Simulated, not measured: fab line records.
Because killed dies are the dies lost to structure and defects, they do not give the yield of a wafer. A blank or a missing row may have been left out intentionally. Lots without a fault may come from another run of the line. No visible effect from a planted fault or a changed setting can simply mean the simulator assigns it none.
2 desks, one fault -- flow n5_finfet -- what lay behind the numbers comes last; until then each desk has only its own

== METROLOGY DESK ==
Lot by lot, what the gauges showed, no matter which tool ran the lot: averages of those sampled wafers that carry a number. The brackets show how far a lot's mean lies from the usual mean; more than 4 standard deviations puts the lot out of limits, marked OUT. Readings shown: 7 out of 11 (the first out of limits, and those lying furthest out on some lot).
Columns: A = CJ_P at N5_BEOL_M4_RC_MEAS_101, usual 5.78; B = DIBL_P at N5_BEOL_M4_RC_MEAS_101, usual 36.1 mV/V; C = IOFF_N at N5_BEOL_M4_RC_MEAS_101, usual 0.16 nA/um; D = IOFF_P at N5_BEOL_M4_RC_MEAS_101, usual 0.22 nA/um; E = ION_P at N5_BEOL_M4_RC_MEAS_101, usual 463 uA/um; F = SS_P at N5_BEOL_M4_RC_MEAS_101, usual 73.2 mV/dec; G = VT_P at N5_BEOL_M4_RC_MEAS_101, usual -250 mV
lot,first seen here,A,B,C,D,E,F,G
L760,day 8 04:59,5.78,37.2,0.14,0.17,449,72.9,-255
L770,day 10 18:22,3.32 (-13) OUT,38.9,0.17,0.30,471,74.9,-248
L771,day 10 22:03,3.21 (-14) OUT,39.1,0.16,0.32,479,74.4,-243
L772,day 11 06:59,5.98,34.6,0.15,0.22,468,72.6,-245
L773,day 11 13:42,3.23 (-13) OUT,42.2,0.23,0.33,476,74.9,-247
L781,day 13 06:59,5.82,34.6,0.15,0.20,458,73.1,-249
L782,day 14 11:01,5.70,35.8,0.13,0.19,465,72.3,-251
L783,day 15 03:51,5.60,37.5,0.16,0.22,468,73.1,-248
This desk reports L770, L771, L773 out of limits; the earliest was L770 at day 10 18:22 (CJ_P at N5_BEOL_M4_RC_MEAS_101). L760, L772, L781, L782, L783: within limits.

== FOR THE TOOL OWNER'S DESK: implanter-01 ==
The tool's own readings at N5_WELL_APT_IMPLANT_15: means of the sampled wafers that have a number, for each lot that ran on this tool. The brackets show how far a lot's mean lies from the usual mean; more than 4 standard deviations puts the lot out of limits, marked OUT.
Columns: A = dose_ions_cm2 at N5_WELL_APT_IMPLANT_15, usual 1.4998e+13; B = end_station_pressure_torr at N5_WELL_APT_IMPLANT_15, usual 5.15e-06 Torr; C = faraday_current_uA at N5_WELL_APT_IMPLANT_15, usual 191
lot,first seen here,A,B,C
L760,day 1 14:40,1.4987e+13,5.04e-06,188
L770,day 4 02:04,4.7300e+12 (-99 or more) OUT,5.21e-06,60 (-32) OUT
L771,day 4 08:23,4.7483e+12 (-99 or more) OUT,4.91e-06,59 (-32) OUT
L773,day 4 20:05,4.7360e+12 (-99 or more) OUT,5.18e-06,60 (-32) OUT
L782,day 7 01:57,1.4993e+13,5.30e-06,192
This desk finds L770, L771, L773 out of limits, L770 being first, at day 4 02:04 (dose_ions_cm2 at N5_WELL_APT_IMPLANT_15). L760, L782: within limits.

== PUT TOGETHER ==
On L770, L771, L773, at day 4 02:04, an alarm was possible from the tool owner's desk.
An alarm was possible from the metrology desk at day 10 18:22, on L770, L771, L773.
Of the lots named, all ran N5_WELL_APT_IMPLANT_15 on implanter-01.

== WHAT WAS PUT IN BY THE SIMULATOR ==
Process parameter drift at N5_WELL_APT_IMPLANT_15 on implanter-01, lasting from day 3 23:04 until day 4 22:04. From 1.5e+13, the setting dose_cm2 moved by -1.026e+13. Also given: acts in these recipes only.
Shown lots that were struck: L770, L771, L773.
Fault start to first reading out of limits, in hours, per desk: tool owner, 3; metrology, 163.
